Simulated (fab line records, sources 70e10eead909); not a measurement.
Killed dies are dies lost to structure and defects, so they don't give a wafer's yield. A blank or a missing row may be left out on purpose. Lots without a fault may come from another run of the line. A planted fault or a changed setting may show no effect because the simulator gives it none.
fab line records | flow nand_harc
record lots=6 wafers=18 last_day=25
route steps=1159 shown A_ZERO_WELL@397 A_SOURCE_PLATE@413 END@1159
lots that met no fault: from a run of the same line without faults
start_h: hours from the record's first day to the start of the lot's first wafer shown | wait_h: hours since the lot's step before | " the same as in the row above | L1.1+2: a row that stands for several wafers | - no value, or no start given | * or withheld: withheld | < > ~ a bound
route shown NAME@n: a module of which the file shows steps, and the number in the route of the first | usual: mean/standard deviation of fault-free wafers | same: alike in all rows | chamber/n: place in a boat | sites: the reading at each site | _std_site: their standard deviation | _edge_site: outer sites' mean less inner sites' | radius_mm: how far each site lies from the wafer's centre | mask NAME#n: copy n | behind: the tool/chamber that last shaped the wafer | hold: why the lot was held/for how many hours/how that ended | device: the transistor (n, p or np) that didn't switch | end of line: the same wafers' tests at the end of the route | a step without rows: its recipe alone | killed: dies lost to structure and defects at the first sort, not the wafer's yield | map: a wafer's dies, x killed, . not, _ none there
set.NAME: the setting as run; set.NAME@STEP: as run at that earlier step | model.NAME: the simulator's own value behind a step, which no gauge read
lots at some steps of the route; a table a step, a row a wafer
services: from which hour (start_h, from the record's first day; less than 0 if before it) a tool's chamber was out of use, for how many hours, and why
## steps
# step NHARC_A_ZERO_WELL_EBR_06
# step NHARC_A_ZERO_WELL_EXPOSE_07
# recipe na=0.55 dose_mj=33.85 mask_id=A_ZERO
# step NHARC_A_ZERO_WELL_PEB_08
# recipe peb_temp_c=128 peb_time_s=80
# step NHARC_A_ZERO_WELL_DEVELOP_09
# recipe time_s=50 dev_temp_c=22
# step NHARC_A_ZERO_WELL_CD_MEAS_10
# recipe target_cd_nm=2000 landing_energy_ev=500
# usual cd_nm=2000/3.1
# columns lot.wafer tool chamber start_h wait_h cd_nm
L696.1 cd_sem-03 0 157.15 - 2001
L696.4 " 0 " " 2004
L696.5 " 0 " " 2004
L702.1 cd_sem-03 0 175.99 - 1997
L702.3 " 0 " " 1997
L702.4 " 0 " " 1997
L705.1 cd_sem-03 0 193.73 - 2004
L705.4 " 0 " " 2002
L705.5 " 0 " " 1998
L704.1 cd_sem-02 0 196.69 - 1997
L704.2 " 0 " " 2000
L704.6 " 0 " " 1998
L708.3 cd_sem-02 0 217.92 - 1998
L708.5 " 0 " " 1996
L708.6 " 0 " " 2000
L717.2 cd_sem-03 0 267.85 - 2006
L717.3 " 0 " " 2006
L717.6 " 0 " " 2009
# step NHARC_A_ZERO_WELL_HARDBAKE_11
# recipe temp_c=118 time_s=65
# step NHARC_A_ZERO_WELL_DESCUM_12
# recipe time_s=3 o2_flow_sccm=200 ar_flow_sccm=0 bias_power_w=0 chemistry=O2
# usual drypump_motor_current_A=5.7/0.48 oes_product_au=0.994/0.016 rf_vpp_V=57.8/0.9 showerhead_plenum_p_Torr=1.93/0.094 throttle_valve_pct=11.310/0.0091
# same bias_power_w=0
# columns lot.wafer tool chamber start_h wait_h drypump_motor_current_A oes_product_au rf_hours_counter_h rf_vpp_V showerhead_plenum_p_Torr throttle_valve_pct
L696.4 rie_diel-09 1 157.32 - 5.6 1.014 8 56.1 1.89 11.299
L696.1 " 3 " " 5.9 0.965 8 58.3 1.89 11.308
L696.5 " 1 " " 5.6 1.003 - 58.2 1.89 11.303
L702.3 rie_diel-07 3 176.14 - 6.4 0.986 10 58.1 2.03 11.317
L702.4 " 0 " " 5.2 1.012 10 57.4 1.81 11.312
L702.1 " 1 " " 5.6 0.999 9 57.3 2.04 11.306
L705.1 rie_diel-04 0 193.90 - 5.1 0.978 6 58.2 1.90 11.313
L705.4 " 1 " " 6.4 1.000 5 59.0 2.06 11.283
L705.5 " 0 " " 5.2 0.976 - 57.0 1.90 11.315
L704.2 rie_diel-07 0 196.84 - 5.2 1.011 12 56.9 1.81 11.304
L704.1 " 2 " " 4.9 1.016 9 58.3 2.05 11.314
L704.6 " 1 " " 5.6 0.985 - 59.4 2.04 11.301
L708.3 rie_diel-04 0 218.08 - 5.2 0.977 7 57.0 1.90 11.297
L708.6 " 0 " " 5.1 0.987 - 58.7 1.90 11.312
L708.5 " 1 " " 6.4 0.992 - 58.7 2.06 11.307
L717.3 rie_diel-07 1 268.01 - 5.6 1.001 2 57.9 2.04 11.308
L717.2 " 2 " " 5.0 1.007 3 58.7 2.05 11.325
L717.6 " 1 " " 5.6 1.004 - 58.1 2.04 11.309
# step NHARC_A_ZERO_WELL_ETCH_19
# recipe target_depth_a=800 overetch_a=240 time_s=87.88 ion_energy_ev=200 n2_flow_sccm=150 h2_flow_sccm=150 ar_flow_sccm=0 rf_w=400 bias_w=150 chemistry=N2/H2
# usual drypump_motor_current_A=5.7/0.49 oes_product_au=0.994/0.017 rf_vpp_V=430.9/2.8 showerhead_plenum_p_Torr=2.06/0.1 throttle_valve_pct=14.172/0.0094
# columns lot.wafer tool chamber start_h wait_h drypump_motor_current_A oes_product_au rf_hours_counter_h rf_vpp_V showerhead_plenum_p_Torr throttle_valve_pct
L696.1 rie_diel-09 2 157.40 0.1 6.1 0.995 7 431.0 2.00 14.170
L696.4 " 0 " " 5.8 0.996 8 427.6 1.95 14.177
L696.5 " 1 " " 5.6 1.016 - 430.9 2.02 14.176
L702.3 rie_diel-07 2 176.23 0.1 5.0 1.025 8 432.7 2.19 14.162
L702.1 " 3 " " 6.4 0.973 10 434.3 2.17 14.173
L702.4 " 1 " " 5.6 0.985 9 433.9 2.18 14.166
L705.4 rie_diel-04 1 194.47 0.6 6.4 0.998 5 434.3 2.20 14.189
L705.1 " 2 " " 5.8 0.987 4 430.0 2.04 14.165
L705.5 " 0 " " 5.2 0.981 - 429.7 2.02 14.171
L704.1 rie_diel-07 2 196.93 0.1 5.0 1.029 9 434.0 2.19 14.169
L704.2 " 1 " " 5.6 1.012 10 434.3 2.18 14.181
L704.6 " 3 " " 6.5 0.984 - 433.7 2.17 14.185
L708.3 rie_diel-04 1 218.18 0.1 6.4 0.995 7 434.2 2.20 14.174
L708.5 " 3 " " 5.4 0.986 - 427.8 1.92 14.159
L708.6 " 0 " " 5.1 0.980 - 430.4 2.02 14.172
L717.2 rie_diel-07 3 268.09 0.1 6.5 0.987 3 432.8 2.17 14.160
L717.3 " 1 " " 5.6 1.000 2 434.5 2.18 14.162
L717.6 " 3 " " 6.5 0.973 - 433.0 2.17 14.171
# step NHARC_A_ZERO_WELL_ETCH_13
# recipe target_depth_a=1200 time_s=40.1 hbr_flow_sccm=150 cl2_flow_sccm=50 rf_w=400 icp_w=400 bias_w=100 chemistry=HBr/Cl2
# usual drypump_motor_current_A=5.9/0.33 oes_product_au=1.003/0.011 throttle_valve_pct=26.407/0.0085
# columns lot.wafer tool chamber start_h wait_h drypump_motor_current_A oes_product_au rf_hours_counter_h throttle_valve_pct
L696.1 rie_si-05 2 157.52 - 6.0 1.006 0.5 26.412
L696.4 " 3 " " 6.3 1.008 0.5 26.399
L696.5 " 2 " " 6.0 1.006 - 26.406
L702.1 rie_si-05 2 176.36 - 6.0 1.010 0.7 26.408
L702.4 " 3 " " 6.3 1.015 0.7 26.410
L702.3 " 0 " " 5.9 1.016 0.7 26.404
L705.1 rie_si-05 1 194.57 - 5.7 1.005 0.9 26.409
L705.4 " 0 " " 6.0 1.010 0.8 26.402
L705.5 " 1 " " 5.7 1.006 - 26.415
L704.2 rie_si-04 2 197.06 - 6.4 1.004 0.8 26.410
L704.1 " 3 " " 5.6 0.991 0.6 26.401
L704.6 " 1 " " 5.4 0.982 - 26.412
L708.3 rie_si-05 3 218.32 - 6.3 1.001 0.9 26.402
L708.5 " 0 " " 5.9 1.006 - 26.396
L708.6 " 1 " " 5.7 0.990 - 26.417
L717.2 rie_si-05 0 268.20 - 5.9 0.998 0.1 26.390
L717.3 " 3 " " 6.3 1.009 0.2 26.397
L717.6 " 0 " " 5.9 1.001 - 26.416
# step NHARC_A_ZERO_WELL_STRIP_14
# recipe time_s=900 temp_c=130 chemistry=SPM
# step NHARC_A_ZERO_WELL_IMPLANT_15
# recipe energy_kev=150 dose_cm2=1e+13 tilt_deg=7
# step NHARC_A_ZERO_WELL_PRECLEAN_22
# recipe time_s=60 temp_c=50 bath_age_min=0 chemistry=SC1
# usual bath_guard_temp_C=49.8/0.48
# columns lot.wafer tool chamber start_h wait_h bath_guard_temp_C
L696.4 wet_bench-09 2 158.28 0.1 50.0
L696.5 " 5 " " 49.5
L696.1 " 7 " " 49.7
L702.4 wet_bench-06 7 177.12 0.1 49.6
L702.3 " 1 " " 50.0
L702.1 " 2 " " 49.4
L705.4 wet_bench-06 6 195.36 0.1 49.7
L705.1 " 0 " " 49.0
L705.5 " 1 " " 49.7
L704.2 wet_bench-09 4 197.83 0.2 49.5
L704.1 " 5 " " 49.4
L704.6 " 6 " " 49.2
L708.5 wet_bench-06 4 219.04 0.1 51.0
L708.6 " 6 " " 49.8
L708.3 " 1 " " 50.3
L717.2 wet_bench-09 4 269.44 0.2 49.2
L717.3 " 6 " " 49.5
L717.6 " 7 " " 49.5
# step NHARC_A_ZERO_WELL_SRD_23
# step NHARC_A_ZERO_WELL_RTA_16
# recipe temp_c=1000 time_s=10
# usual lamp_power_pct=33/5.8 wafer_temp_C_max=1004.7/1.1
# columns lot.wafer tool chamber start_h wait_h lamp_power_pct wafer_temp_C_max
L696.1 rtp_anneal-01 0 158.42 - 37 1005.0
L696.4 " 0 " " 37 1006.7
L696.5 " 0 " " 37 1005.6
L702.1 rtp_anneal-01 0 177.26 - 37 1003.6
L702.3 " 0 " " 37 1005.2
L702.4 " 0 " " 37 1003.5
L705.1 rtp_anneal-02 0 195.49 - 25 1002.9
L705.4 " 0 " " 25 1002.5
L705.5 " 0 " " 25 1002.7
L704.1 rtp_anneal-02 0 197.95 - 25 1005.8
L704.2 " 0 " " 25 1003.7
L704.6 " 0 " " 25 1002.6
L708.3 rtp_anneal-01 0 219.24 - 37 1005.9
L708.5 " 0 " " 37 1007.7
L708.6 " 0 " " 37 1005.6
L717.2 rtp_anneal-01 0 269.61 - 37 1006.5
L717.3 " 0 " " 37 1005.8
L717.6 " 0 " " 37 1003.7
# step NHARC_A_ZERO_WELL_INSPECT_17
# usual raw_defect_count=11/6
# columns lot.wafer tool chamber start_h wait_h raw_defect_count
L696.1 defect_inspect-01 - 158.62 0.2 8
L696.4 " - " " 7
L696.5 " - " " 15
L702.1 defect_inspect-01 - 177.46 0.2 11
L702.3 " - " " 27
L702.4 " - " " 18
L705.1 defect_inspect-02 - 195.69 0.2 1177
L705.4 " - " " 1220
L705.5 " - " " 1199
L704.1 defect_inspect-01 - 198.14 0.2 6
L704.2 " - " " 12
L704.6 " - " " 5
L708.3 defect_inspect-02 - 219.38 0.1 1235
L708.5 " - " " 1249
L708.6 " - " " 1168
L717.2 defect_inspect-02 - 269.79 0.1 4
L717.3 " - " " 16
L717.6 " - " " 3
# step NHARC_A_SOURCE_PLATE_PRECLEAN_00
# recipe time_s=60 chemistry=HF-LAST
# step NHARC_END_SORT_01
# recipe temp_c=25
# usual killed_at_array=28/11 killed_at_other=0.5/0.87 killed_at_periphery=2.9/2.2 killed_dies=32/11 killed_open=3.2/1.9 killed_short=1.8/1.4
# same gross_dies=677
# columns lot.wafer tool chamber start_h wait_h killed_at_array killed_at_other killed_at_periphery killed_dies killed_open killed_short
L705.1 prober-02 0 491.36 2.5 67 1 5 73 2 4
L705.4 prober-02 0 493.74 3.4 74 0 2 76 5 1
L705.5 prober-02 0 494.53 3.7 89 0 3 92 1 2
L708.3 prober-02 0 517.71 3.1 70 0 2 72 4 2
L708.5 prober-02 0 519.31 3.7 103 2 3 108 5 1
L708.6 prober-02 0 520.11 4.0 52 0 4 56 4 3
# killed by level:class
L705.1 A_ZERO_WELL:unspecified=38 A_CHANNEL_HOLE_D1:chamber_film_flake=15 A_SLIT:chamber_film_flake=7 P_M2:chamber_film_flake=4 A_CONTACT:chamber_film_flake=2 A_CHANNEL_FILL_D1:geometric_particle:short=1 A_WL_FILL:geometric_particle:short=1 A_BLC:geometric_particle:short=1
L705.4 A_ZERO_WELL:unspecified=38 A_CHANNEL_HOLE_D1:chamber_film_flake=16 A_SLIT:chamber_film_flake=10 A_M0:geometric_particle:open=3 A_STAIRCASE:chamber_film_flake=3 A_CHANNEL_FILL_D1:geometric_particle:short=1 A_WL_FILL:geometric_particle:open=1 A_CONTACT:geometric_particle:open=1
L705.5 A_ZERO_WELL:unspecified=55 A_SLIT:chamber_film_flake=14 A_CHANNEL_HOLE_D1:chamber_film_flake=11 A_STAIRCASE:chamber_film_flake=4 P_M2:chamber_film_flake=2 A_CONTACT:chamber_film_flake=2 A_CHANNEL_FILL_D1:geometric_particle:short=1 A_CONTACT:geometric_particle:short=1
L708.3 A_ZERO_WELL:unspecified=56 A_CHANNEL_HOLE_D1:chamber_film_flake=4 A_CONTACT:chamber_film_flake=3 A_CONTACT:geometric_particle:open=2 A_STAIRCASE:chamber_film_flake=2 P_M0:geometric_particle:open=1 A_ONON_D1:geometric_particle:short=1 A_ONON_D1:geometric_particle:open=1
L708.5 A_ZERO_WELL:unspecified=99 A_STAIRCASE:chamber_film_flake=2 P_GATE:geometric_particle:open=1 P_CONTACT:geometric_particle:open=1 A_ONON_D1:geometric_particle:open=1 A_CHANNEL_FILL_D1:geometric_particle:open=1 STARTING-WAFER:geometric_particle:open=1 P_GATE:chamber_film_flake=1
L708.6 A_ZERO_WELL:unspecified=40 A_CHANNEL_HOLE_D1:chamber_film_flake=5 A_CONTACT:geometric_particle:open=2 P_GATE:chamber_film_flake=2 A_CONTACT:chamber_film_flake=2 P_GATE:geometric_particle:open=1 P_M1:geometric_particle:open=1 A_ONON_D1:geometric_particle:short=1
# map L705.5 (x killed, . not)
____________x____________
_________xxxx..._________
_______xxxxxx....._______
______xxxxxxx......______
_____xxxxxxxx......._____
____xxxxxxxx.........____
____xxxxxxxx.........____
___..xxxxxx...........___
___.x.xxxx............___
__....xx...............__
__.....................__
_......................._
_...............x......._
_...........x..........._
_......................._
_......................._
.........................
....x........x...........
.........................
.x...x.......x...........
....x......x.........x...
_xx.x........x.....x...._
_..........x..x..x......_
_...x.x......xx........._
_.............xx........_
_...x.......x..........._
__x.........x..........__
__..x........xx........__
___...................___
___.................x.___
____..............x..____
____x................____
_____.....x.x......._____
______..x..........______
_______..........._______
_________......._________
____________.____________
# map L708.5 (x killed, . not)
____________.____________
_________......._________
_______..........._______
______.............______
_____x.............._____
____.................____
____.x...............____
___...x........x......___
___xxxx...............___
__xxxxxx...............__
__.xxxxx...............__
_xxxxxxx................_
_xxxxxxx.......x........_
_xxxxxxxx..............._
_xxxxxxxx..............._
_xxxxxxxx..............._
xxxxxxxx.x...............
xxxxxxxxx................
.xxxxxxxx................
xxxxxxxx.................
..xxxx.x.................
_..xxx.................._
_.x..x.x................_
_......................._
_......................._
_......................._
__....x................__
__.x..x................__
___...................___
___...................___
____.x...............____
____.................____
_____..............._____
______......x......______
_______..........._______
_________......._________
____________.____________
## services
# columns tool chamber start_h hours kind
rie_diel-07 0 133.83 - clean
rie_diel-07 1 133.83 - clean
rie_diel-07 2 133.83 - clean
rie_diel-07 3 133.83 - clean
rie_diel-09 2 134.47 9.3 repair
rie_diel-04 2 140.86 2.6 repair
rie_diel-07 0 148.06 1.9 repair
rie_diel-04 2 149.38 11.3 repair
wet_bench-06 - 157.59 8.0 pm
rie_diel-07 0 158.33 - clean
rie_diel-07 1 158.33 - clean
rie_si-04 1 161.19 7.7 repair
rie_si-05 1 161.60 4.0 repair
rie_diel-09 1 162.67 6.9 repair
rie_si-04 1 188.62 1.7 repair
rie_si-04 1 206.04 71.7 repair
rie_diel-07 0 217.04 8.9 repair
rie_diel-07 - 228.33 9.0 pm
rie_diel-04 - 236.20 1.2 repair
wet_bench-06 - 238.67 1.0 repair
rie_si-05 - 239.00 9.0 pm
rie_diel-04 - 250.73 0.4 repair
rie_diel-09 - 254.10 9.0 pm
rie_si-05 2 259.38 2.7 repair
## key
first_sign step=NHARC_A_ZERO_WELL_INSPECT_17 reading=raw_defect_count direction=up sigmas=99+ usual=11 struck=1208
effect step=NHARC_END_SORT_01 reading=killed_dies direction=up sigmas=4.4 usual=32 struck=80
more_kills_born_at NHARC_A_ZERO_WELL_PRECLEAN_22@wet_bench-06=326
met_at NHARC_A_ZERO_WELL_PRECLEAN_22
struck_wafers L705.1,L705.4,L705.5,L708.3,L708.5,L708.6
tester_left_out L705,L708
onset_between 177.12 195.36
also_fits NHARC_A_ZERO_WELL_DESCUM_12:rie_diel-04,NHARC_A_ZERO_WELL_ETCH_19:rie_diel-04
fault kind=chamber_particle_source tool=wet_bench-06 chamber=- onset_h=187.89 steps=NHARC_A_ZERO_WELL_PRECLEAN_22 rate_per_visit_cm2=1.8712 end_h=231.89
# tester_left_out: of these lots the tester's yield and bins aren't shown, on N5 and GAA mostly nor the transistor test; their killed dies are dies lost to structure and defects alone, not to doping, threshold or leakage, so they don't give the yield
